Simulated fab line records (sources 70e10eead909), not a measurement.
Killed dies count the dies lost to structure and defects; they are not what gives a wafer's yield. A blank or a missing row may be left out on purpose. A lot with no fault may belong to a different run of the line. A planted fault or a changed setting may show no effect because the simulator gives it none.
fab line records    flow nandHarc    part 1 of 2: steps 1 to 24 of 34
record lots=5  wafers=15  lastDay=32
route steps=1302 shown P_M1@315 P_M2@318
lots untouched by any fault: they come from a run of this same line in which no faults occurred
startH: hours from the record's opening day to when the first of the lot's shown wafers began    waitH: how many hours have passed since the lot's step before this one    " repeats the value in the row above    L1.1+2: one row covering several wafers at once    - no value, or no start given    * or withheld: withheld    < > ~ a bound
route shown NAME@n: a module of which the file shows steps, and the number in the route of the first    usual: mean/standard deviation of fault-free wafers    same: alike in all rows    chamber/n: place in a boat    sites: per-site readings    _std_site: how widely they spread, as a standard deviation    _edge_site: outer sites' mean less inner sites'    radiusMm: how far each site lies from the wafer's centre    mask NAME#n: copy n    behind: the last tool/chamber to shape the wafer    hold: why the lot went on hold/how many hours it stayed there/how the hold came to an end    device: the transistor (n, p or np) that didn't switch    end of line: the same wafers' tests at the end of the route    a step with no rows: only its recipe    killed: dies lost to structure and defects at the first sort, not the wafer's yield    map: per-die view of a wafer (x killed, . not killed, _ where there is no die)
set.NAME: the setting as run; set.NAME@STEP: as run at that earlier step    model.NAME: the simulator's own value behind a step, which no gauge read
a table for each step, a row for each wafer; lots at some steps of the route
services: when a tool's chamber went out of use (startH, in hours from the record's first day, below 0 if earlier), for how many hours, and the reason
## steps
# step NHARC_P_M1_INSPECT_27
# usual rawDefectCount=306/100
lot.wafer  tool              chamber  startH  waitH  rawDefectCount
L075.1     defectInspect-01  -        136.53  0.0    379
L075.4     "                 -        "       "      360
L075.5     "                 -        "       "      284
L077.2     defectInspect-02  -        168.54  0.0    264
L077.3     "                 -        "       "      203
L077.6     "                 -        "       "      443
L081.2     defectInspect-01  -        194.48  0.0    425
L081.5     "                 -        "       "      319
L081.6     "                 -        "       "      297
L084.1     defectInspect-01  -        227.77  0.0    411
L084.3     "                 -        "       "      464
L084.4     "                 -        "       "      341
L093.1     defectInspect-02  -        323.92  0.0    430
L093.2     "                 -        "       "      248
L093.6     "                 -        "       "      302
# step NHARC_P_M1_PRE_CLEAN_32
# recipe timeS=12  tempC=370  rfPowerW=300  gas=NH3
# usual heaterPowerW=656/77  rfFwdPowerW=292.5/0.92  susceptorTempC=369.97/0.23
lot.wafer  tool      chamber  startH  waitH  heaterPowerW  rfFwdPowerW  sinceWetCleanH  susceptorTempC
L075.1     pecvd-02  2        136.62  0.1    619           292.8        77              370.34
L075.5     "         0        "       "      583           292.3        -               369.90
L075.4     "         1        "       "      724           293.5        -               369.70
L077.2     pecvd-02  2        168.61  0.1    620           293.7        109             369.99
L077.3     "         1        "       "      624           291.3        109             370.09
L077.6     "         1        "       "      621           290.4        -               370.01
L081.2     pecvd-01  1        194.56  0.1    548           291.3        52              369.82
L081.6     "         0        "       "      699           293.1        -               369.85
L081.5     "         1        "       "      542           291.4        -               369.93
L084.1     pecvd-01  1        227.85  0.1    604           292.4        85              370.12
L084.3     "         2        "       "      655           292.9        85              369.99
L084.4     "         1        "       "      604           294.6        -               369.73
L093.1     pecvd-03  0        324.12  0.2    711           291.7        126             369.72
L093.2     "         2        "       "      605           292.1        126             369.89
L093.6     "         2        "       "      610           294.4        -               369.90
# step NHARC_P_M1_DEP_33
# recipe targetThkA=300  tempC=370  targetThkNm=30  pressureTorr=3  flowSccm=200  rfW=450  material=SiCN
# usual heaterPowerW=607/73  rfFwdPowerW=448.9/1.4  susceptorTempC=369.98/0.21
lot.wafer  tool      chamber  startH  waitH  heaterPowerW  rfFwdPowerW  sinceWetCleanH  susceptorTempC
L075.1     pecvd-02  2        136.76  0.1    553           448.3        78              370.53
L075.5     "         0        "       "      516           447.4        -               369.73
L075.4     "         1        "       "      602           448.3        -               370.11
L077.2     pecvd-02  2        168.69  0.1    575           447.2        110             369.87
L077.3     "         1        "       "      660           447.4        110             370.03
L077.6     "         1        "       "      654           447.7        -               370.16
L081.2     pecvd-01  1        194.67  0.1    558           451.6        52              370.01
L081.6     "         0        "       "      663           447.1        -               370.01
L081.5     "         1        "       "      578           451.0        -               370.03
L084.1     pecvd-01  1        227.96  0.1    543           449.0        85              370.14
L084.3     "         2        "       "      687           448.5        85              370.41
L084.4     "         1        "       "      554           446.5        -               370.25
L093.1     pecvd-03  0        324.20  0.1    706           450.1        126             369.99
L093.2     "         2        "       "      623           449.0        126             369.83
L093.6     "         2        "       "      610           450.7        -               369.91
# step NHARC_P_M2_DEP_00
# recipe targetThkA=1825  targetThkNm=182.5  tempC=withheld  pressureTorr=5  flowSccm=200  rfW=600  material=SiOC
# usual rfFwdPowerW=598.4/1.9
lot.wafer  tool      chamber  startH  waitH  rfFwdPowerW  sinceWetCleanH
L075.1     pecvd-03  2        137.14  -      600.7        120
L075.5     "         2        "       "      598.3        -
L075.4     "         0        "       "      598.8        -
L077.3     pecvd-03  0        169.10  -      593.7        152
L077.2     "         2        "       "      598.6        152
L077.6     "         2        "       "      597.2        -
L081.2     pecvd-02  0        195.28  -      599.6        136
L081.6     "         2        "       "      591.2        -
L081.5     "         0        "       "      597.0        -
L084.3     pecvd-03  0        228.34  -      599.3        30
L084.1     "         2        "       "      596.7        30
L084.4     "         2        "       "      597.1        -
L093.1     pecvd-01  0        324.62  -      597.8        1
L093.2     "         1        "       "      600.3        1
L093.6     "         2        "       "      598.3        -
# step NHARC_P_M2_DEHYDRATE_01
# recipe tempC=150  timeS=120
lot.wafer   tool           chamber  startH  waitH
L075.1+4+5  lithoTrack-06  0        137.50  -
L077.2+3+6  lithoTrack-06  0        169.50  -
L081.2+5+6  lithoTrack-04  0        195.76  0.4
L084.1+3+4  lithoTrack-04  0        228.74  -
L093.1+2+6  lithoTrack-04  0        325.02  -
# step NHARC_P_M2_HMDS_02
# recipe timeS=30
lot.wafer   tool           chamber  startH  waitH
L075.1+4+5  lithoTrack-06  0        -       -
L077.2+3+6  lithoTrack-06  0        -       -
L081.2+5+6  lithoTrack-04  0        -       -
L084.1+3+4  lithoTrack-04  0        -       -
L093.1+2+6  lithoTrack-04  0        -       -
# step NHARC_P_M2_COAT_34
# recipe tempC=200  timeS=65
lot.wafer   tool           chamber  startH  waitH
L075.1+4+5  lithoTrack-06  0        -       -
L077.2+3+6  lithoTrack-06  0        -       -
L081.2+5+6  lithoTrack-04  0        -       -
L084.1+3+4  lithoTrack-04  0        -       -
L093.1+2+6  lithoTrack-04  0        -       -
# step NHARC_P_M2_COAT_03
# recipe spinRpm=1500  resistThkNm=90
lot.wafer   tool           chamber  startH  waitH
L075.1+4+5  lithoTrack-06  0        -       -
L077.2+3+6  lithoTrack-06  0        -       -
L081.2+5+6  lithoTrack-04  0        -       -
L084.1+3+4  lithoTrack-04  0        -       -
L093.1+2+6  lithoTrack-04  0        -       -
# step NHARC_P_M2_SOFTBAKE_04
# recipe tempC=105  timeS=55
lot.wafer   tool           chamber  startH  waitH
L075.1+4+5  lithoTrack-06  0        -       -
L077.2+3+6  lithoTrack-06  0        -       -
L081.2+5+6  lithoTrack-04  0        -       -
L084.1+3+4  lithoTrack-04  0        -       -
L093.1+2+6  lithoTrack-04  0        -       -
# step NHARC_P_M2_EBR_05
lot.wafer   tool           chamber  startH  waitH
L075.1+4+5  lithoTrack-06  0        -       -
L077.2+3+6  lithoTrack-06  0        -       -
L081.2+5+6  lithoTrack-04  0        -       -
L084.1+3+4  lithoTrack-04  0        -       -
L093.1+2+6  lithoTrack-04  0        -       -
# step NHARC_P_M2_EXPOSE_06
# recipe na=1.35  targetCdNm=170  doseMj=80.78  maskId=P_M2
# usual focusOffsetNm=0.0/0.52
lot.wafer  tool            chamber  startH  waitH  mask    focusOffsetNm
L075.1     arfiScanner-02  0        137.79  -      P_M2#0  0.2
L075.4     "               0        "       "      P_M2#0  0.3
L075.5     "               0        "       "      P_M2#0  -0.5
L077.2     arfiScanner-01  0        169.67  -      P_M2#0  -0.1
L077.3     "               0        "       "      P_M2#0  -1.0
L077.6     "               0        "       "      P_M2#0  0.5
L081.2     arfiScanner-03  0        200.00  -      P_M2#0  0.8
L081.5     "               0        "       "      P_M2#0  0.1
L081.6     "               0        "       "      P_M2#0  -0.1
L084.1     arfiScanner-02  0        229.03  -      P_M2#0  0.6
L084.3     "               0        "       "      P_M2#0  0.9
L084.4     "               0        "       "      P_M2#0  0.3
L093.1     arfiScanner-02  0        325.31  -      P_M2#0  -0.2
L093.2     "               0        "       "      P_M2#0  0.4
L093.6     "               0        "       "      P_M2#0  -0.5
# step NHARC_P_M2_PEB_07
# recipe pebTempC=100  pebTimeS=65
lot.wafer   tool           chamber  startH  waitH
L075.1+4+5  lithoTrack-01  0        137.85  0.1
L077.2+3+6  lithoTrack-01  0        169.73  0.1
L081.2+5+6  lithoTrack-04  0        200.07  0.1
L084.1+3+4  lithoTrack-01  0        229.09  0.1
L093.1+2+6  lithoTrack-04  0        325.38  0.1
# step NHARC_P_M2_DEVELOP_08
# recipe developTimeS=35  devTempC=23
lot.wafer   tool           chamber  startH  waitH
L075.1+4+5  lithoTrack-01  0        -       -
L077.2+3+6  lithoTrack-01  0        -       -
L081.2+5+6  lithoTrack-04  0        -       -
L084.1+3+4  lithoTrack-01  0        -       -
L093.1+2+6  lithoTrack-04  0        -       -
# step NHARC_P_M2_CD_MEAS_09
# recipe targetCdNm=170  landingEnergyEv=500
# usual cdNm=169.9/0.64
lot.wafer  tool      chamber  startH  waitH  cdNm
L075.1     cdSem-02  0        137.93  -      170.3
L075.4     "         0        "       "      170.5
L075.5     "         0        "       "      169.1
L077.2     cdSem-03  0        169.81  -      168.8
L077.3     "         0        "       "      169.8
L077.6     "         0        "       "      169.4
L081.2     cdSem-01  0        200.15  -      170.0
L081.5     "         0        "       "      170.1
L081.6     "         0        "       "      169.9
L084.1     cdSem-01  0        229.17  -      171.1
L084.3     "         0        "       "      169.9
L084.4     "         0        "       "      170.7
L093.1     cdSem-03  0        325.45  -      170.6
L093.2     "         0        "       "      170.7
L093.6     "         0        "       "      170.0
# step NHARC_P_M2_OVL_MEAS_10
# recipe pitchNm=340
# usual overlayXNm=-0.2/0.65  overlayYNm=0.1/0.87
lot.wafer  tool        chamber  startH  waitH  overlayXNm  overlayYNm
L075.1     overlay-02  -        138.01  -      -0.4        0.0
L075.4     "           -        "       "      -1.4        -1.0
L075.5     "           -        "       "      -1.0        -1.0
L077.2     overlay-01  -        169.89  -      -0.4        -0.1
L077.3     "           -        "       "      0.1         -0.2
L077.6     "           -        "       "      -0.7        -0.1
L081.2     overlay-01  -        200.24  -      -0.7        0.7
L081.5     "           -        "       "      -0.9        0.5
L081.6     "           -        "       "      -1.2        0.2
L084.1     overlay-01  -        229.26  -      0.1         -0.5
L084.3     "           -        "       "      -0.2        -0.5
L084.4     "           -        "       "      -0.4        -0.3
L093.1     overlay-02  -        325.54  -      -0.5        1.1
L093.2     "           -        "       "      -0.9        0.0
L093.6     "           -        "       "      -0.6        0.4
# step NHARC_P_M2_INSPECT_11
# usual rawDefectCount=4.8/2.8
lot.wafer  tool              chamber  startH  waitH  rawDefectCount
L075.1     defectInspect-01  -        138.05  0.0    4
L075.4     "                 -        "       "      2
L075.5     "                 -        "       "      6
L077.2     defectInspect-02  -        169.93  0.0    1
L077.3     "                 -        "       "      2
L077.6     "                 -        "       "      1
L081.2     defectInspect-01  -        200.27  0.0    7
L081.5     "                 -        "       "      12
L081.6     "                 -        "       "      6
L084.1     defectInspect-01  -        229.30  0.0    9
L084.3     "                 -        "       "      7
L084.4     "                 -        "       "      16
L093.1     defectInspect-01  -        325.58  0.0    7
L093.2     "                 -        "       "      2
L093.6     "                 -        "       "      5
# step NHARC_P_M2_DESCUM_14
# recipe timeS=3  o2FlowSccm=200  arFlowSccm=0  biasPowerW=0  chemistry=O2
# usual drypumpMotorCurrentA=5.9/0.47  oesProductAu=1.001/0.012  rfVppV=57.5/0.91  showerheadPlenumPTorr=1.87/0.09  throttleValvePct=11.310/0.0096
lot.wafer  tool        chamber  startH  waitH  drypumpMotorCurrentA  oesProductAu  rfHoursCounterH  rfVppV  showerheadPlenumPTorr  throttleValvePct
L075.1     rieDiel-01  2        138.11  0.1    6.6                   0.988         3.5              58.4    1.90                   11.311
L075.4     "           0        "       "      5.7                   1.014         4.5              58.0    2.01                   11.310
L075.5     "           3        "       "      5.3                   1.008         -                57.5    2.01                   11.306
L077.3     rieDiel-01  1        169.99  0.1    6.4                   1.030         4.5              58.4    1.97                   11.318
L077.2     "           0        "       "      5.7                   1.009         5.2              58.5    2.01                   11.322
L077.6     "           0        "       "      5.7                   1.021         -                58.9    2.01                   11.325
L081.2     rieDiel-08  2        200.36  0.1    5.4                   0.988         0                56.9    1.93                   11.326
L081.6     "           3        "       "      5.9                   0.999         -                55.9    1.79                   11.299
L081.5     "           0        "       "      6.0                   0.987         -                57.4    1.79                   11.305
L084.4     rieDiel-08  0        229.36  0.1    6.0                   0.995         1.6              56.2    1.79                   11.311
L084.1     "           1        "       "      6.1                   1.010         1.8              58.0    1.78                   11.310
L084.3     "           2        "       "      5.4                   0.986         1.6              57.5    1.93                   11.306
L093.2     rieDiel-13  0        325.64  0.1    5.0                   1.007         10.0             57.0    1.81                   11.310
L093.1     "           2        "       "      6.3                   0.990         9.0              57.5    1.79                   11.320
L093.6     "           1        "       "      5.8                   0.994         -                58.6    1.80                   11.315
# step NHARC_P_M2_ETCH_35
# recipe targetDepthA=400  overetchA=120  timeS=43.94  ionEnergyEv=200  n2FlowSccm=150  h2FlowSccm=150  arFlowSccm=0  rfW=400  biasW=150  chemistry=N2/H2
# usual biasW=150.0/0.45  drypumpMotorCurrentA=5.9/0.48  oesProductAu=1.002/0.012  rfFwdPowerW=395.4/1.7  rfVppV=429.4/2.8  showerheadPlenumPTorr=2.00/0.098  throttleValvePct=14.173/0.0098
lot.wafer  tool        chamber  startH  waitH  biasW  drypumpMotorCurrentA  oesProductAu  rfFwdPowerW  rfHoursCounterH  rfVppV  showerheadPlenumPTorr  throttleValvePct
L075.4     rieDiel-01  2        138.27  0.1    150.4  6.6                   0.983         395.8        3.5              430.0   2.02                   14.173
L075.1     "           3        "       "      150.7  5.3                   1.007         395.8        4.3              433.8   2.15                   14.169
L075.5     "           3        "       "      150.0  5.3                   1.010         394.3        -                433.8   2.15                   14.176
L077.3     rieDiel-01  1        170.09  0.1    149.8  6.4                   1.015         392.9        4.5              432.2   2.10                   14.177
L077.2     "           3        "       "      150.0  5.3                   1.016         397.5        4.5              434.6   2.15                   14.166
L077.6     "           0        "       "      150.2  5.7                   1.016         396.1        -                433.5   2.15                   14.162
L081.2     rieDiel-08  1        200.42  0.1    149.4  6.1                   1.022         397.0        0.0              429.0   1.89                   14.175
L081.5     "           1        "       "      149.5  6.1                   1.020         397.5        -                426.2   1.89                   14.167
L081.6     "           2        "       "      149.5  5.4                   0.995         391.8        -                430.4   2.06                   14.164
L084.1     rieDiel-08  1        229.45  0.1    150.3  6.1                   1.014         396.5        1.8              427.7   1.89                   14.182
L084.4     "           2        "       "      150.1  5.4                   0.977         394.5        1.6              430.4   2.06                   14.188
L084.3     "           3        "       "      150.4  5.9                   0.985         395.7        1.4              427.3   1.91                   14.182
L093.2     rieDiel-13  3        325.73  0.1    150.5  6.5                   0.989         393.6        9.9              426.6   1.90                   14.167
L093.1     "           1        "       "      149.4  5.8                   1.001         391.4        8.4              427.1   1.91                   14.191
L093.6     "           0        "       "      150.4  5.0                   1.005         394.8        -                428.2   1.93                   14.175
# step NHARC_P_M2_ETCH_15
# recipe targetDepthA=1825  timeS=91.2  c4f8FlowSccm=withheld  arFlowSccm=400  rfW=600  biasW=300  chemistry=C4F8/Ar
# usual biasW=299.9/0.93  oesProductAu=0.940/0.021  rfFwdPowerW=595.8/2.2  rfVppV=440/3.1
lot.wafer  tool        chamber  startH  waitH  biasW  oesProductAu  rfFwdPowerW  rfHoursCounterH  rfVppV
L075.1     rieDiel-01  1        -       -      299.5  0.948         594.7        3.9              443
L075.4     "           2        "       "      299.8  0.920         594.9        3.5              441
L075.5     "           0        "       "      299.6  0.932         596.7        -                444
L077.2     rieDiel-01  3        -       -      302.4  0.947         595.4        4.5              443
L077.3     "           0        "       "      298.4  0.941         590.4        5.3              445
L077.6     "           1        "       "      300.9  0.954         596.7        -                442
L081.2     rieDiel-08  0        -       -      299.7  0.973         593.2        0.0              438
L081.5     "           3        "       "      298.7  0.975         595.3        -                437
L081.6     "           0        "       "      299.0  0.966         594.6        -                438
L084.4     rieDiel-08  3        -       -      298.9  0.968         597.1        1.4              437
L084.3     "           0        "       "      300.7  0.942         596.2        1.6              437
L084.1     "           1        "       "      301.2  0.976         593.0        1.9              438
L093.1     rieDiel-13  2        -       -      299.8  0.928         596.7        9.0              437
L093.2     "           1        "       "      298.8  0.940         594.7        8.4              439
L093.6     "           3        "       "      300.6  0.915         594.4        -                436
# step NHARC_P_M2_CD_MEAS_16
# usual cdNm=170.1/0.94
lot.wafer  tool      chamber  startH  waitH  cdNm
L075.1     cdSem-02  -        138.49  -      169.6
L075.4     "         -        "       "      170.3
L075.5     "         -        "       "      169.1
L077.2     cdSem-01  -        170.34  -      168.9
L077.3     "         -        "       "      170.4
L077.6     "         -        "       "      169.0
L081.2     cdSem-01  -        200.64  -      169.2
L081.5     "         -        "       "      169.9
L081.6     "         -        "       "      170.4
L084.1     cdSem-03  -        229.66  -      170.0
L084.3     "         -        "       "      170.6
L084.4     "         -        "       "      171.0
L093.1     cdSem-01  -        325.94  -      170.3
L093.2     "         -        "       "      170.9
L093.6     "         -        "       "      169.9
# step NHARC_P_M2_STRIP_18
# recipe powerW=1000  n2FlowSccm=150  h2FlowSccm=150  arFlowSccm=0  biasW=0  chemistry=N2/H2
# usual drypumpMotorCurrentA=5.9/0.49  oesProductAu=0.999/0.011  rfFwdPowerW=997/3.2  rfVppV=90.3/0.88  showerheadPlenumPTorr=1.97/0.09  throttleValvePct=14.171/0.0088
# same biasW=0
lot.wafer  tool        chamber  startH  waitH  drypumpMotorCurrentA  oesProductAu  rfFwdPowerW  rfHoursCounterH  rfVppV  showerheadPlenumPTorr  throttleValvePct
L075.1     rieDiel-08  3        138.57  0.1    5.9                   0.986         996          5.6              89.9    1.91                   14.163
L075.4     "           0        "       "      6.0                   0.992         998          5.4              91.7    1.91                   14.156
L075.5     "           3        "       "      5.9                   1.002         996          -                89.2    1.91                   14.163
L077.2     rieDiel-08  0        170.44  0.1    6.0                   1.001         994          6.2              90.5    1.90                   14.173
L077.3     "           2        "       "      5.4                   0.996         999          6.2              90.8    2.06                   14.178
L077.6     "           3        "       "      5.9                   1.002         993          -                89.1    1.91                   14.159
L081.2     rieDiel-13  0        200.72  0.1    5.0                   1.001         994          0.9              90.8    1.93                   14.170
L081.6     "           0        "       "      5.0                   1.006         995          -                90.4    1.93                   14.172
L081.5     "           1        "       "      5.8                   1.010         996          -                91.6    1.92                   14.180
L084.3     rieDiel-01  0        229.76  0.1    5.7                   1.012         992          2.3              90.3    2.14                   14.168
L084.1     "           1        "       "      6.4                   0.999         993          2.3              91.0    2.10                   14.174
L084.4     "           2        "       "      6.6                   1.009         996          1.5              90.2    2.02                   14.180
L093.1     rieDiel-08  1        326.02  0.1    6.1                   1.004         1002         6.4              89.1    1.89                   14.159
L093.2     "           0        "       "      6.0                   0.993         998          6.7              91.4    1.90                   14.161
L093.6     "           2        "       "      5.4                   0.997         999          -                90.8    2.05                   14.186
# step NHARC_P_M2_ETCH_28
# recipe targetDepthA=300  overEtchFrac=0.3  timeS=72.99  ionEnergyEv=150  cf4FlowSccm=50  n2FlowSccm=100  arFlowSccm=150  rfW=300  biasW=100  chemistry=CF4/N2
# usual biasW=100.03/0.29  drypumpMotorCurrentA=5.9/0.48  oesProductAu=1.002/0.011  rfFwdPowerW=297.5/1.1  rfVppV=312.5/1.9  showerheadPlenumPTorr=2.53/0.1  throttleValvePct=19.795/0.0083
lot.wafer  tool        chamber  startH  waitH  biasW   drypumpMotorCurrentA  oesProductAu  rfFwdPowerW  rfHoursCounterH  rfVppV  showerheadPlenumPTorr  throttleValvePct
L075.1     rieDiel-08  2        -       -      100.11  5.4                   1.004         296.3        5.3              314.1   2.65                   19.806
L075.4     "           3        "       "      100.09  5.9                   1.005         296.5        5.7              311.1   2.47                   19.799
L075.5     "           2        "       "      100.44  5.4                   1.003         296.4        -                312.9   2.65                   19.798
L077.3     rieDiel-08  2        -       -      100.41  5.4                   0.990         295.0        6.2              314.5   2.65                   19.788
L077.2     "           3        "       "      99.81   5.9                   1.013         297.7        6.4              309.7   2.47                   19.800
L077.6     "           1        "       "      100.45  6.1                   1.014         300.1        -                311.5   2.45                   19.778
L081.2     rieDiel-13  2        -       -      99.81   6.3                   1.006         297.5        1.0              310.9   2.47                   19.777
L081.5     "           2        "       "      99.69   6.2                   1.004         296.6        -                311.3   2.47                   19.792
L081.6     "           3        "       "      100.22  6.5                   0.988         296.4        -                311.7   2.47                   19.792
L084.1     rieDiel-01  0        -       -      100.28  5.7                   1.002         297.7        2.3              315.5   2.75                   19.804
L084.4     "           1        "       "      100.18  6.4                   1.006         297.6        2.3              316.1   2.70                   19.789
L084.3     "           2        "       "      99.82   6.6                   1.016         299.3        1.5              314.7   2.61                   19.793
L093.2     rieDiel-08  0        -       -      99.93   6.0                   1.014         296.8        6.7              311.3   2.46                   19.787
L093.1     "           2        "       "      100.03  5.4                   0.993         296.4        6.0              314.5   2.64                   19.794
L093.6     "           1        "       "      99.74   6.1                   0.999         298.0        -                309.6   2.45                   19.806
# step NHARC_P_M2_STRIP_19
# recipe timeS=600  tempC=30  chemistry=postEtchResidueRemover
lot.wafer   tool         chamber  startH  waitH
L075.5+1+4  wetBench-08  6,7,1    138.94  -
L077.6+3+2  wetBench-08  7,2,3    170.79  -
L081.5+2+6  wetBench-08  3,4,6    201.09  -
L084.1+3+4  wetBench-10  0,2,4    230.11  -
L093.1+2+6  wetBench-08  6,2,3    326.39  -
# step NHARC_P_M2_DEGAS_29
# recipe tempC=250  timeS=60
# usual heaterPowerW=346/28  susceptorTempC=250.03/0.16
lot.wafer  tool           chamber  startH  waitH  heaterPowerW  susceptorTempC
L075.1     pvdSputter-01  -        139.20  -      340           249.93
L075.4     "              -        "       "      371           250.11
L075.5     "              -        "       "      338           249.77
L077.3     pvdSputter-02  -        171.05  -      332           249.77
L077.2     "              -        "       "      384           250.32
L077.6     "              -        "       "      319           250.19
L081.2     pvdSputter-02  -        201.37  -      337           249.78
L081.6     "              -        "       "      345           250.37
L081.5     "              -        "       "      403           249.92
L084.3     pvdSputter-03  -        230.38  -      343           -
L084.1     "              -        "       "      377           -
L084.4     "              -        "       "      309           -
L093.2     pvdSputter-02  -        326.67  -      335           250.18
L093.1     "              -        "       "      317           249.82
L093.6     "              -        "       "      340           249.99
